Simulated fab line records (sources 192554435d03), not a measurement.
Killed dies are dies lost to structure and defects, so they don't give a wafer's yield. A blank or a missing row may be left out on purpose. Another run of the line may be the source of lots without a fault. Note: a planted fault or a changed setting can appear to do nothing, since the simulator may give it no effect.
Comparing a struck lot with a sound one	flow n5_finfet	15 steps out of a route of 1938
Sound: these wafers, L132.1, L132.2, L132.4. Struck: wafer L150.6. (L150.1, L150.4 of the same lot were not struck and are left out.) The cause comes at the end.
At each step with rows: each side's tool, then ch and its chambers, then its first start. Under that, the readings that differ: sound wafers	struck wafers	difference of the means	sigmas: that difference in standard deviations of wafers without a fault.
alike: readings with means less than 2 such deviations apart, plus words and numbers identical on both sides. not compared: withheld readings, readings lacking a value on some wafer, bounds such as >300 that could conceal the same value, and numbers that have no deviation in the record and whose values overlap.
A row with sigmas, a row that says differs or no value, or rows on one side alone: a step with any of these is where the two part. Numbers that don't overlap but have no deviation are shown without sigmas and don't part them. A reading that every wafer of one side lacks parts them only if that side has two wafers or more.

N5_BEOL_M9_STRIP_80: strips in N2/H2, time 10 s.
  sound on rie_diel-04 ch 1,2,3; struck on rie_diel-04 ch 1
  alike: chamber_pressure_mTorr, drypump_motor_current_A, oes_product_au, rf_vpp_V, showerhead_plenum_p_Torr, throttle_valve_pct
  not compared: rf_hours_counter_h
N5_BEOL_M9_OCD_MEAS_38:
  sound on ocd-02 at day 10 18:07; struck on ocd-02 at day 15 15:27
  alike: trench_depth_nm
then, 4 steps without rows for these wafers: N5_BEOL_M9_HM_STRIP_39 (strips TiN in peroxide tin strip, target depth 25 nm, time 158 s); N5_BEOL_M9_SRD_40 (time 30 s); N5_BEOL_M9_PRECLEAN_42 (cleans in residue remover, time 60 s); N5_BEOL_M9_SRD_43 (time 30 s).
N5_BEOL_M9_CD_MEAS_35: target cd 70 nm, target cd y 40 nm.
  sound on cd_sem-02 at day 10 18:16; struck on cd_sem-01 at day 15 15:36
  alike: cd_nm
then, 2 steps without rows for these wafers: N5_BEOL_M9_CURE_72 (cures SiCOH lowk, time 120 s); N5_BEOL_M9_DEGAS_44 (time 60 s).
N5_BEOL_M9_PRE_CLEAN_45: time 30 s.
  sound on pvd_sputter-03 at day 10 19:29; struck on pvd_sputter-03 at day 15 16:05
  alike: heater_power_w
N5_BEOL_M9_ALD_74: deposits TaN, target thk 2 nm, pulse time 2 s, purge time 3 s.
  sound on ald_metal-01 ch 0,1,3, day 10 19:33; struck on ald_metal-04 ch 3, day 15 16:10
  alike: heater_power_w, precursor_vessel_temp_c
N5_BEOL_M9_SURFACE_TREAT_79:
  sound on pvd_sputter-01 at day 10 19:53; struck on pvd_sputter-03 at day 15 16:29
  not compared: throttle_valve_pct
N5_BEOL_M9_CVD_78: deposits Co from CCTBA/H2, target thk 2 nm, time 138.9 s.
  sound on cvd_co-02 ch 0,2, day 10 20:01; struck on cvd_co-02 ch 2, day 15 16:32
reading	sound	struck	difference	sigmas
run_length_s (s)	161.7 162.3 162.0	98.7	-63.3	-99 or more
N5_BEOL_M9_SPUTTER_48: material Cu, target thk 12 nm, time 2 s.
  sound on pvd_sputter-03 at day 10 20:11; struck on pvd_sputter-01 at day 15 16:46
  alike: throttle_valve_pct
N5_PASSIVATION_PROBE_49:
  rows exist in the record for the sound wafers here (prober-01, day 12 20:35), none for the struck ones

WHERE THEY PART
First at N5_BEOL_M9_CVD_78; last, within this record, at N5_PASSIVATION_PROBE_49.

WHY: what had been put in by the simulator
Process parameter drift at N5_BEOL_M9_CVD_78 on cvd_co-02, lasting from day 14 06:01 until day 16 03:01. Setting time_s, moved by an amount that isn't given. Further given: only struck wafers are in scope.
